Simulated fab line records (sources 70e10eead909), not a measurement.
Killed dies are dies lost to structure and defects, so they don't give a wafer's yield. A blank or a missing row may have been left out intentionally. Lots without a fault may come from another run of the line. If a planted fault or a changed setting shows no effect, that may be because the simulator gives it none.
Which of the tools did it?    flow nand_harc    12 lots with 36 wafers sampled at 6 steps, on a route of 1302 steps

WHAT EACH GAUGE READ, for each wafer
NHARC_A_CHANNEL_HOLE_D1_OVL_MEAS_11. Usual: overlay_x_nm 0.0 nm, standard deviation 0.7; overlay_y_nm 0.1 nm, standard deviation 0.89.
lot   measured      on          overlay_x_nm (nm)  overlay_y_nm (nm)  flag
L278  day 9 06:46   overlay-02  1.1 0.9 1.1        1.1 0.7 1.3        
L280  day 10 01:14  overlay-01  0.7 0.8 0.6        0.5 0.2 0.0        
L282  day 10 19:19  overlay-01  1.2 0.8 1.1        0.2 -0.1 0.0       
L284  day 11 16:23  overlay-02  -0.4 -0.3 0.0      0.0 -0.4 -0.6      
L285  day 12 03:03  overlay-02  0.1 -0.5 -0.6      0.5 0.6 0.0        
L287  day 13 01:47  overlay-02  -1.2 -1.4 -1.5     -0.9 -0.5 -0.8     
L288  day 13 08:56  overlay-02  -0.2 -0.2 -0.3     -0.4 0.5 -0.5      
L289  day 14 09:38  overlay-01  1.2 0.9 0.7        0.4 0.8 0.3        
L291  day 14 11:16  overlay-02  -0.5 -0.7 -1.1     0.4 0.0 0.6        
L297  day 16 21:34  overlay-01  0.8 1.1 0.9        -0.6 0.3 -0.8      
L298  day 17 06:43  overlay-01  -0.7 -1.0 -0.6     0.0 0.4 0.4        
L299  day 18 06:13  overlay-01  0.9 0.6 0.5        0.5 0.3 0.8        

NHARC_A_CHANNEL_HOLE_D1_INSPECT_40. Usual: raw_defect_count 72, standard deviation 29.
lot   measured      on                 raw_defect_count  flag
L278  day 9 16:30   defect_inspect-01  103 121 141       
L280  day 10 08:15  defect_inspect-01  90 89 104         
L282  day 11 03:17  defect_inspect-02  39 65 41          
L284  day 12 09:24  defect_inspect-02  81 79 105         
L285  day 12 13:40  defect_inspect-02  84 97 99          
L287  day 13 09:09  defect_inspect-01  120 97 91         
L288  day 13 15:55  defect_inspect-01  1348 1276 1282    OFF
L289  day 14 16:46  defect_inspect-01  1285 1357 1281    OFF
L291  day 14 20:57  defect_inspect-02  1359 1296 1266    OFF
L297  day 17 14:39  defect_inspect-02  48 73 68          
L298  day 17 18:52  defect_inspect-01  75 63 84          
L299  day 18 13:38  defect_inspect-02  45 48 46          

NHARC_END_SORT_01. Usual: killed_at_array 56, standard deviation 21; killed_at_other 1.2, standard deviation 1.6; killed_at_periphery 3.7, standard deviation 2.5; killed_dies 61, standard deviation 21; killed_open 3.1, standard deviation 1.8; killed_short 2.8, standard deviation 1.7.
lot   measured      on         killed_at_array  killed_at_other  killed_at_periphery  killed_dies  killed_open  killed_short  flag
L288  day 29 19:15  prober-01  145 149 127      0 0 0            2 3 3                147 152 130  2 2 2        1 1 1         OFF
L289  day 29 19:11  prober-02  115 126 125      0 0 0            4 1 1                119 127 126  6 2 7        2 3 2         OFF
L291  day 30 03:07  prober-01  178 177 175      0 0 0            1 0 3                179 177 178  2 4 0        4 1 3         OFF

TOOL THAT RAN EACH LOT (tool first, then ch and the chambers of the sampled wafers, then the start)
lot   NHARC_A_CHANNEL_HOLE_D1_ETCH_34                NHARC_A_CHANNEL_HOLE_D1_STRIP_41    NHARC_A_CHANNEL_HOLE_D1_ETCH_44
L278  rie_diel-07 ch 0,1,3, day 9 14:49 or earlier   rie_diel-05 ch 0,2, day 9 14:49     rie_diel-05 ch 0,1, day 9 15:31
L280  rie_diel-01 ch 2,3, day 10 07:03 or earlier    rie_diel-01 ch 2,3, day 10 07:03    rie_diel-01 ch 0,1,2, day 10 07:17
L282  rie_diel-01 ch 0,2,3, day 11 02:05 or earlier  rie_diel-01 ch 1,2,3, day 11 02:05  rie_diel-01 ch 0,1,2, day 11 02:18
L284  rie_diel-01 ch 1,2,3, day 12 08:12 or earlier  rie_diel-01 ch 0,1, day 12 08:12    rie_diel-01 ch 0,1,2, day 12 08:26
L285  rie_diel-01 ch 2,3, day 12 12:22 or earlier    rie_diel-05 ch 0,1,2, day 12 12:22  rie_diel-05 ch 1,3, day 12 12:38
L287  rie_diel-07 ch 0,3, day 13 07:55 or earlier    rie_diel-01 ch 0,3, day 13 07:55    rie_diel-01 ch 0,2,3, day 13 08:08
L288  rie_diel-01 ch 1,2,3, day 13 14:43 or earlier  rie_diel-01 ch 0,1,3, day 13 14:43  rie_diel-01 ch 0,1,3, day 13 14:56
L289  rie_diel-07 ch 2,3, day 14 15:35 or earlier    rie_diel-01 ch 1,2,3, day 14 15:35  rie_diel-01 ch 1,2, day 14 15:47
L291  rie_diel-01 ch 1,2,3, day 14 19:45 or earlier  rie_diel-01 ch 1,2,3, day 14 19:45  rie_diel-01 ch 0,2,3, day 14 19:58
L297  rie_diel-07 ch 1,2,3, day 17 13:28 or earlier  rie_diel-05 ch 0,2,3, day 17 13:28  rie_diel-05 ch 1,3, day 17 13:41
L298  rie_diel-01 ch 0,2,3, day 17 17:37 or earlier  rie_diel-01 ch 0,1, day 17 17:37    rie_diel-01 ch 0,1, day 17 17:49
L299  rie_diel-07 ch 2,3, day 18 12:26 or earlier    rie_diel-01 ch 0,1,3, day 18 12:26  rie_diel-01 ch 0,1,3, day 18 12:39
- NHARC_A_CHANNEL_HOLE_D1_ETCH_34: etches the open film in CF4/CHF3, target depth 154 nm, time 77 s.
- NHARC_A_CHANNEL_HOLE_D1_STRIP_41: strips in N2/H2.
- NHARC_A_CHANNEL_HOLE_D1_ETCH_44: etches the open film in CF4/O2, target depth 140 nm, overetch 14 nm, time 77 s.

WHAT THE TOOLS THEMSELVES READ (means of the sampled wafers that have a number; where no wafer has one, the mark that the record gives instead)
NHARC_A_CHANNEL_HOLE_D1_ETCH_34. Usual: drypump_motor_current_A 5.64 A, standard deviation 0.29; oes_product_au 0.945 a.u., standard deviation 0.022; rf_vpp_V 370.6 V, standard deviation 2.8; showerhead_plenum_p_Torr 1.58 Torr, standard deviation 0.078; throttle_valve_pct 16.803 %, standard deviation 0.0093.
lot   tool         drypump_motor_current_A (A)  oes_product_au (a.u.)  rf_vpp_V (V)  showerhead_plenum_p_Torr (Torr)  throttle_valve_pct (%)  flag
L278  rie_diel-07  5.97                         0.932                  370.3         1.55                             16.807                  
L280  rie_diel-01  5.55                         0.974                  370.2         1.58                             16.803                  
L282  rie_diel-01  5.52                         0.973                  370.7         1.60                             16.795                  
L284  rie_diel-01  5.44                         0.968                  371.5         1.56                             16.800                  
L285  rie_diel-01  5.55                         0.924                  370.1         1.58                             16.804                  
L287  rie_diel-07  6.12                         0.923                  371.5         1.60                             16.799                  
L288  rie_diel-01  5.42                         0.924                  370.5         1.56                             16.800                  
L289  rie_diel-07  6.00                         0.964                  371.5         1.60                             16.793                  
L291  rie_diel-01  5.43                         0.970                  369.8         1.56                             16.807                  
L297  rie_diel-07  5.92                         0.970                  370.2         1.57                             16.810                  
L298  rie_diel-01  5.51                         0.969                  371.0         1.59                             16.801                  
L299  rie_diel-07  6.04                         0.954                  372.9         1.62                             16.810                  

NHARC_A_CHANNEL_HOLE_D1_ETCH_44. Usual: drypump_motor_current_A 5.59 A, standard deviation 0.28; oes_product_au 1.000 a.u., standard deviation 0.0076; rf_vpp_V 198.2 V, standard deviation 1.6; showerhead_plenum_p_Torr 1.35 Torr, standard deviation 0.063; throttle_valve_pct 13.399 %, standard deviation 0.0088.
lot   tool         drypump_motor_current_A (A)  oes_product_au (a.u.)  rf_vpp_V (V)  showerhead_plenum_p_Torr (Torr)  throttle_valve_pct (%)  flag
L278  rie_diel-05  5.73                         0.993                  200.1         1.41                             13.392                  
L280  rie_diel-01  5.51                         0.997                  198.8         1.38                             13.396                  
L282  rie_diel-01  5.55                         1.001                  199.6         1.38                             13.402                  
L284  rie_diel-01  5.54                         1.004                  198.5         1.38                             13.393                  
L285  rie_diel-05  5.48                         0.997                  198.1         1.35                             13.399                  
L287  rie_diel-01  5.54                         0.997                  197.9         1.35                             13.390                  
L288  rie_diel-01  5.42                         0.999                  198.1         1.34                             13.410                  
L289  rie_diel-01  5.55                         0.994                  198.4         1.37                             13.396                  
L291  rie_diel-01  5.54                         0.995                  197.8         1.35                             13.407                  
L297  rie_diel-05  5.48                         1.002                  199.0         1.38                             13.408                  
L298  rie_diel-01  5.44                         0.996                  198.2         1.37                             13.399                  
L299  rie_diel-01  5.40                         0.993                  198.0         1.34                             13.400                  

THE ANSWER, worked out from the rows above alone
Rule: a lot counts as off when the mean over its wafers that have a number is more than 3 standard deviations away from the usual mean. A lot without any number at a reading at which 4 lots or more have one is off too. The other lots that the step has rows for count as sound. First the gauges in route order, then the tools' own readings, where a lot's mean is used as printed above. At the first step where some lot is off, the reading lying furthest off is the one used; lots without a number count as furthest.
Off at NHARC_A_CHANNEL_HOLE_D1_INSPECT_40 (raw_defect_count): L288, L289, L291.
If a tool, at a process step before that reading, ran all the lots that are off and no sound lot after the first of them, it fits. The gauges at NHARC_A_CHANNEL_HOLE_D1_INSPECT_40 aren't tried: what is off there is off at NHARC_END_SORT_01 too, on other tools, and a gauge's error can't cause that. Because NHARC_A_CHANNEL_HOLE_D1_ETCH_34 lacks a start for some lots, the hours and order of its lots are taken from NHARC_A_CHANNEL_HOLE_D1_STRIP_41. Not one of the candidates tried fits.

WHAT THE SIMULATOR HAD INSERTED
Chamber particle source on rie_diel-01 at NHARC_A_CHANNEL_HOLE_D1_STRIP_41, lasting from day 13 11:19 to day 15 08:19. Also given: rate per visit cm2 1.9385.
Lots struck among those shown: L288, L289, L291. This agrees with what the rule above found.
